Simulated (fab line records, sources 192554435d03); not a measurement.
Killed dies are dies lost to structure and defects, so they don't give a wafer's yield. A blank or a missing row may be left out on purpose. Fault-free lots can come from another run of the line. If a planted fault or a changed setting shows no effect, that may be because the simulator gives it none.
Struck lot and sound lot, side by side || flow n5_finfet || 16 steps out of a route of 1938
Sound: wafers L428.1, L428.2, L428.6. The struck wafers were L436.2, L436.3, L436.4. The cause comes at the end.
Per side, at each step with rows, come the tool, then ch with its chambers, and then its first start. Under that, the readings that differ: sound wafers || struck wafers || difference of the means || sigmas: that difference in standard deviations of wafers without a fault.
alike: readings whose means differ by less than 2 such deviations, and words and numbers that are the same on both sides. not compared: withheld readings, readings that some wafer has no value for, bounds like >300 that may hide the same value, and numbers for which the record gives no deviation and whose values overlap.
Wherever a step has rows on one side only, a row that says differs or no value, or a row with sigmas, the two part there. Numbers that don't overlap but have no deviation are shown without sigmas and don't part them. Lack of a reading on every wafer of one side parts them only where that side has two or more wafers.

first, 1 step without rows for these wafers: N5_BEOL_M1_CMP_52 (polishes, stops on SiOC, t overpolish 6.8 s, target thk 40 nm).
N5_BEOL_M1_THK_MEAS_53: measures by xrf.
  sound on film_metro-02 at day 6 17:38; struck on film_metro-02 at day 8 10:47
  alike: M1_THK
N5_BEOL_M1_PRE_CLEAN_60: time 15 s.
  sound on cvd_co-01 ch 0,1,2, day 6 17:41; struck on cvd_co-02 ch 0,2, day 8 10:49
  alike: heater_power_w
then, 2 steps without rows for these wafers: N5_BEOL_M1_CO_CAP_55 (material Co, precursor CCTBA/H2, target thk 2 nm, time 102.1 s); N5_BEOL_M1_PRE_CLEAN_56 (time 15 s).
N5_BEOL_M1_DEP_57: deposits SiCN from 3MS/NH3, target thk 8 nm, time 14 s.
  sound on pecvd-01 ch 0,1, day 6 17:50; struck on pecvd-03 ch 1,2, day 8 10:59
  alike: showerhead_plenum_p_Torr, throttle_valve_pct
N5_BEOL_M1_RS_MEAS_58: the measuring method here is four-point-probe.
  sound on film_metro-01 at day 6 17:54; struck on film_metro-02 at day 8 11:03
  alike: M1_RS
N5_BEOL_M1_INSPECT_59: inspects for defects (darkfield).
  sound on defect_inspect-02 at day 6 17:56; struck on defect_inspect-02 at day 8 11:04
  alike: raw_defect_count
N5_BEOL_M2_ILD_DEP_00: deposits SiOC from DEMS/O2, target thk 79 nm, time 15.3 s.
  sound on pecvd-04 ch 1,2, day 6 17:58; struck on pecvd-04 ch 1,2, day 8 11:07
  alike: heater_power_w, showerhead_plenum_p_Torr, throttle_valve_pct
N5_BEOL_M2_THK_MEAS_01:
  sound on film_metro-02 at day 6 18:03; struck on film_metro-02 at day 8 11:12
  alike: M2_ILD_THK
N5_BEOL_M2_PECVD_72: deposits SiO2 from TEOS/O2, target thk 16 nm, time 18 s.
  sound on pecvd-02 ch 0,2, day 6 18:05; struck on pecvd-04 ch 1,2, day 8 11:14
  alike: heater_power_w, showerhead_plenum_p_Torr, throttle_valve_pct
N5_BEOL_M2_HM_DEP_02: deposits TiN, target thk 20 nm.
  sound on pvd_sputter-02 at day 6 18:28; struck on pvd_sputter-01 at day 8 13:32
  alike: throttle_valve_pct
N5_BEOL_M2_COAT_61: time 60 s, resist thk 60 nm.
  sound on litho_track-03 ch 0, day 6 18:35; struck on litho_track-03 ch 0, day 8 13:41
{"reading": "heater_power_total_W (W)", "sound": "498.1 500.8 501.3", "struck": "523.7 524.1 521.0", "difference": "+22.9", "sigmas": "+13"}
{"reading": "plate_temp_C (C)", "sound": "250.16 250.07 249.94", "struck": "258.21 258.31 258.20", "difference": "+8.18", "sigmas": "+43"}
then, 1 step without rows for these wafers: N5_BEOL_M2_COAT_62 (time 60 s, resist thk 12 nm).
N5_BEOL_M4_RC_MEAS_101:
  sound on prober-02 ch 0, day 8 03:54; struck on prober-02 ch 0, day 9 17:59
{"reading": "DIBL_N (mV/V)", "sound": "35.9 33.6 35.0", "struck": "36.7 37.6 39.3", "difference": "+3.0", "sigmas": "+2"}
  alike: DIBL_P, IOFF_N, IOFF_P, ION_N, ION_P, SS_N, SS_P, VT_N, VT_P
-- a jump in the record: the struck wafers' starts before and after are 4 days apart (it breaks off in module BEOL_M4 and resumes in module PASSIVATION, where the first step shown is number 1936 of the route) --
N5_PASSIVATION_PROBE_49:
  sound on prober-01 at day 12 04:58; struck on prober-01 at day 13 18:40
  alike: defect_limited_yield, killed_at_M0_to_M3, killed_at_M4_up, killed_at_contacts, killed_at_front_end, killed_at_other, killed_dies, killed_open, killed_short, sort_bin_5_function, sort_bin_6_memory, sort_n_pass, sort_yield_pct

## WHERE THEY PART
Earliest at N5_BEOL_M2_COAT_61; latest, in this record, at N5_BEOL_M4_RC_MEAS_101. Later steps at which nothing parts them and some readings are alike: N5_PASSIVATION_PROBE_49.

WHY: what the simulator had put in
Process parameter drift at N5_BEOL_M2_COAT_61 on litho_track-03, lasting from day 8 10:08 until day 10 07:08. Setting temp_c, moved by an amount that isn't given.
